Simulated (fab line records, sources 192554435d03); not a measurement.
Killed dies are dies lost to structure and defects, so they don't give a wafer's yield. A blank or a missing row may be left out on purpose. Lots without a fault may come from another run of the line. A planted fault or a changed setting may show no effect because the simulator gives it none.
Chamber matching | flow n5_finfet | N5_BEOL_M12_TRENCH_ETCH_34 on rie_diel-06: 4 sister chambers
The step etches SiOC in C4F8/O2/Ar, target depth 318.95 nm, time 125.5 s. 14 wafers are shown with their chamber, then 7 later ones without.

WAFERS WITH THEIR CHAMBER
wafer  | chamber | showerhead_plenum_p_Torr (Torr) | drypump_motor_current_A (A) | throttle_valve_pct (%)
L076.1 | 1       | 3.62                            | 5.9                         | 24.45
L076.3 | 2       | 3.25                            | 5.1                         | 24.52
L076.4 | 1       | 3.62                            | 5.9                         | 24.48
L079.1 | 2       | 3.25                            | 5.1                         | 24.55
L079.4 | 2       | 3.25                            | 5.1                         | 24.55
L079.6 | 1       | 3.61                            | 5.9                         | 24.50
L080.1 | 2       | 3.24                            | 5.1                         | 24.56
L080.3 | 0       | 3.35                            | 5.9                         | 24.21
L080.5 | 2       | 3.24                            | 5.1                         | 24.57
L082.1 | 3       | 3.59                            | 5.7                         | 24.12
L082.5 | 1       | 3.61                            | 5.9                         | 24.49
L082.6 | 2       | 3.24                            | 5.1                         | 24.56
L088.1 | 0       | 3.34                            | 5.8                         | 24.24
L088.4 | 0       | 3.34                            | 5.8                         | 24.23

SIGNATURES (means of the wafers above)
reading                  | chamber 0 | chamber 1 | chamber 2 | chamber 3 | scatter within a chamber
showerhead_plenum_p_Torr | 3.3433    | 3.6150    | 3.2450    | 3.5900    | 0.00563
drypump_motor_current_A  | 5.833     | 5.900     | 5.100     | 5.700     | 0.0258
throttle_valve_pct       | 24.2267   | 24.4800   | 24.5517   | 24.1200   | 0.0183
Rule: a wafer's distance from a chamber is the root of the sum, over the readings, of the square of ((its reading less the chamber's mean) divided by the reading's scatter). The wafer belongs to the nearest chamber; if the next one is less than 2 further off, it can't be placed. The scatter: the root of (the sum of the squares of (reading less its chamber's mean) over the shown wafers, divided by (wafers less chambers)).

WAFERS WITHOUT THEIR CHAMBER
wafer  | showerhead_plenum_p_Torr (Torr) | drypump_motor_current_A (A) | throttle_valve_pct (%)
L088.6 | 3.60                            | 5.9                         | 24.51
L087.1 | 3.60                            | 5.9                         | 24.51
L087.2 | 3.24                            | 5.1                         | 24.58
L087.6 | 3.34                            | 5.9                         | 24.25
L095.2 | 3.33                            | 5.8                         | 24.27
L095.3 | 3.63                            | 5.1                         | 24.27
L095.4 | 3.57                            | 5.8                         | 24.15

WHICH CHAMBER EACH WENT THROUGH
wafer  | from the rows above | in truth
L088.6 | 1                   | 1
L087.1 | 1                   | 1
L087.2 | 2                   | 2
L087.6 | 0                   | 0
L095.2 | 0                   | 0
L095.3 | 3                   | 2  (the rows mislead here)
L095.4 | 3                   | 3
Placed correctly: 6 of 7. Can't be placed from these rows: 0. Placed wrongly: 1.
